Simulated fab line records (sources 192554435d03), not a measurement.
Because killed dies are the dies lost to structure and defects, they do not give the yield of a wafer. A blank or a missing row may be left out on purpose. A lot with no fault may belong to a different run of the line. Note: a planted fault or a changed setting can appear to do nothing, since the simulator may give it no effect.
What tool caused it?    flow n5 finfet    11 lots with 30 wafers sampled at 6 steps, on a route of 1938 steps

== WHAT THE GAUGES READ, wafer by wafer ==
N5_BEOL_M15_CD_MEAS_10: target cd 360 nm.
lot   measured      on         cd nm (nm)
L699  day 12 06:07  cd sem-03  359.6 359.8 358.8
L698  day 12 13:40  cd sem-02  360.0 360.2 361.0
L702  day 13 12:37  cd sem-02  363.6 360.9
L701  day 13 12:51  cd sem-01  362.2 365.1
L705  day 14 13:20  cd sem-01  360.7 358.6 360.1
L715  day 17 09:40  cd sem-03  360.5 364.6
L714  day 17 17:00  cd sem-02  359.2 360.8 361.7
L716  day 17 20:57  cd sem-01  361.0 362.8 359.4
L718  day 18 04:26  cd sem-03  361.2 361.0 358.3
L719  day 18 05:44  cd sem-01  361.5 362.4 361.5
L721  day 19 11:23  cd sem-02  361.0 360.4 362.3

N5_BEOL_M15_INSPECT_12: inspects for defects (macro).
lot   measured      on                 raw defect count
L699  day 12 06:10  defect inspect-02  2 1 4
L698  day 12 13:44  defect inspect-01  3 2 1
L702  day 13 12:40  defect inspect-01  2 2
L701  day 13 12:55  defect inspect-02  1 3
L705  day 14 13:23  defect inspect-01  2 2 2
L715  day 17 09:44  defect inspect-01  4 3
L714  day 17 17:03  defect inspect-01  245 271 269
L716  day 17 21:00  defect inspect-02  4 1 1
L718  day 18 04:30  defect inspect-02  252 290 268
L719  day 18 05:48  defect inspect-01  0 3 0
L721  day 19 11:26  defect inspect-02  4 1 1

N5_BEOL_M15_CD_MEAS_28: target cd 407.6 nm.
lot   measured      on         cd nm (nm)
L699  day 12 07:44  cd sem-03  408.8 412.4 409.9
L698  day 12 15:17  cd sem-02  409.5 408.6 405.5
L702  day 13 14:08  cd sem-01  409.7 410.6
L701  day 13 14:29  cd sem-02  407.4 408.8
L705  day 14 14:47  cd sem-01  405.5 406.6 409.7
L715  day 17 11:08  cd sem-01  408.0 406.5
L714  day 17 18:36  cd sem-03  408.9 408.2 409.8
L716  day 17 22:32  cd sem-03  408.0 409.2 407.3
L718  day 18 06:23  cd sem-02  409.2 410.5 406.4
L719  day 18 07:26  cd sem-02  410.9 406.8 407.7
L721  day 19 12:52  cd sem-02  409.1 412.1 407.2

N5_BEOL_M15_INSPECT_30: inspects for defects (macro).
lot   measured      on                 raw defect count
L699  day 12 07:47  defect inspect-01  2 2 3
L698  day 12 15:21  defect inspect-02  2 2 2
L702  day 13 14:11  defect inspect-01  2 4
L701  day 13 14:32  defect inspect-01  4 6
L705  day 14 14:51  defect inspect-01  5 3 2
L715  day 17 11:11  defect inspect-01  4 2
L714  day 17 18:39  defect inspect-02  243 271 258
L716  day 17 22:35  defect inspect-01  2 3 4
L718  day 18 06:27  defect inspect-02  259 300 258
L719  day 18 07:29  defect inspect-01  6 3 2
L721  day 19 12:55  defect inspect-02  1 3 0

== WHICH TOOL RAN EACH LOT (tool, then ch and the chambers of the sampled wafers, then the start) ==
lot   N5_BEOL_M14_ETCH_59                 N5_BEOL_M15_ILD_DEP_00
L699  rie diel-03 ch 0,2,3, day 11 21:25  pecvd-03 ch 0,2, day 12 05:26
L698  rie diel-01 ch 0,2, day 12 06:13    pecvd-01 ch 0,2, day 12 12:59
L702  rie diel-01 ch 2,3, day 13 08:34    pecvd-01 ch 0,1, day 13 11:56
L701  rie diel-04 ch 0,1, day 13 08:50    pecvd-03 ch 0,2, day 13 12:18
L705  rie diel-01 ch 2,3, day 14 09:34    pecvd-01 ch 1,2, day 14 12:47
L715  rie diel-01 ch 0,1, day 16 22:19    pecvd-03 ch 0, day 17 08:53
L714  rie diel-03 ch 0,3, day 17 10:41    pecvd-03 ch 0,1,2, day 17 16:33
L716  rie diel-01 ch 0,1,2, day 17 14:50  pecvd-01 ch 0,1,2, day 17 20:22
L718  rie diel-03 ch 0,2,3, day 17 17:29  pecvd-03 ch 0,1,2, day 18 03:46
L719  rie diel-03 ch 2,3, day 17 18:17    pecvd-01 ch 0,2, day 18 05:03
L721  rie diel-04 ch 0,2, day 19 06:39    pecvd-04 ch 0,1,2, day 19 10:50
- N5_BEOL_M14_ETCH_59: etches BARC in N2/H2, target depth 89 nm, overetch 26.7 nm, time 67.9 s.
- N5_BEOL_M15_ILD_DEP_00: deposits SiO2 from TEOS/O2, target thk 1629.3 nm, time 346.1 s.

== AS READ BY THE TOOLS THEMSELVES (means over the sampled wafers that have a number; for cases with no such wafer, the mark the record gives instead) ==
N5_BEOL_M14_ETCH_59.
lot   tool         drypump motor current A (A)  oes product au (a.u.)  rf vpp V (V)  showerhead plenum p Torr (Torr)  throttle valve pct (%)
L699  rie diel-03  5.5                          0.65                   523.2         2.52                             17.88
L698  rie diel-01  5.8                          0.77                   525.7         2.62                             17.79
L702  rie diel-01  5.5                          0.75                   527.3         2.63                             17.71
L701  rie diel-04  5.8                          0.71                   522.0         2.46                             17.91
L705  rie diel-01  5.3                          0.73                   526.1         2.61                             17.69
L715  rie diel-01  5.3                          0.69                   523.2         2.52                             17.80
L714  rie diel-03  5.4                          0.61                   522.1         2.50                             17.91
L716  rie diel-01  5.6                          0.69                   524.7         2.57                             17.85
L718  rie diel-03  5.5                          0.61                   522.3         2.50                             17.97
L719  rie diel-03  5.6                          0.60                   522.9         2.50                             18.03
L721  rie diel-04  5.3                          0.66                   522.3         2.50                             17.63

N5_BEOL_M15_ILD_DEP_00.
lot   tool      heater power w (W)  showerhead plenum p Torr (Torr)  throttle valve pct (%)
L699  pecvd-03  561                 8.28                             18.1
L698  pecvd-01  579                 8.38                             17.4
L702  pecvd-01  547                 8.36                             18.0
L701  pecvd-03  512                 8.29                             18.1
L705  pecvd-01  450                 8.30                             18.5
L715  pecvd-03  502                 8.31                             18.2
L714  pecvd-03  541                 8.31                             18.4
L716  pecvd-01  539                 8.36                             18.0
L718  pecvd-03  618                 8.29                             18.5
L719  pecvd-01  553                 8.39                             17.5
L721  pecvd-04  457                 8.38                             19.0

== THE ANSWER, worked out from the rows above alone ==
Rule: the usual values come from the lots themselves. The widest of any qualifying gaps counts: lots, ordered by their means at a reading, are off when they make up no more than a third of the lots, leave a main group of 4 or more, and stand apart from it by 3 or more times the standard deviation of that group's means. If all means in a main group match to the digits the tables above print for the reading, that group is not used. A lot without any number at a reading at which 4 lots or more have one is off too. Any other lot the step has rows for is counted as sound. Order of review: gauges by route order, followed by the tools' own readings, for which a lot's mean as printed above is used. At the first step where some lot is off, the reading lying furthest off is the one used; lots without a number count as furthest.
Off: L714, L718, at N5_BEOL_M15_INSPECT_12 (raw defect count). Mean 2.1 and standard deviation 0.6 in the main group.
A tool fits if, at a process step before that reading, it ran every lot that is off, and no sound lot after the first of them. Those tools and the gauges at N5_BEOL_M15_INSPECT_12 are tried in the same way. One fits: pecvd-03 at N5_BEOL_M15_ILD_DEP_00. Its last sound lot is L715 (day 17 08:53), its first lot that is off L714 (day 17 16:33): a fault that began between those two fits.

== WHAT THE SIMULATOR HAD PUT IN ==
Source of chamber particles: pecvd-03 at N5_BEOL_M15_ILD_DEP_00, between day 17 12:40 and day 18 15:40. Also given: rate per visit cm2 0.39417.
Struck lots among those shown: L714, L718. Same finding as the rule above.
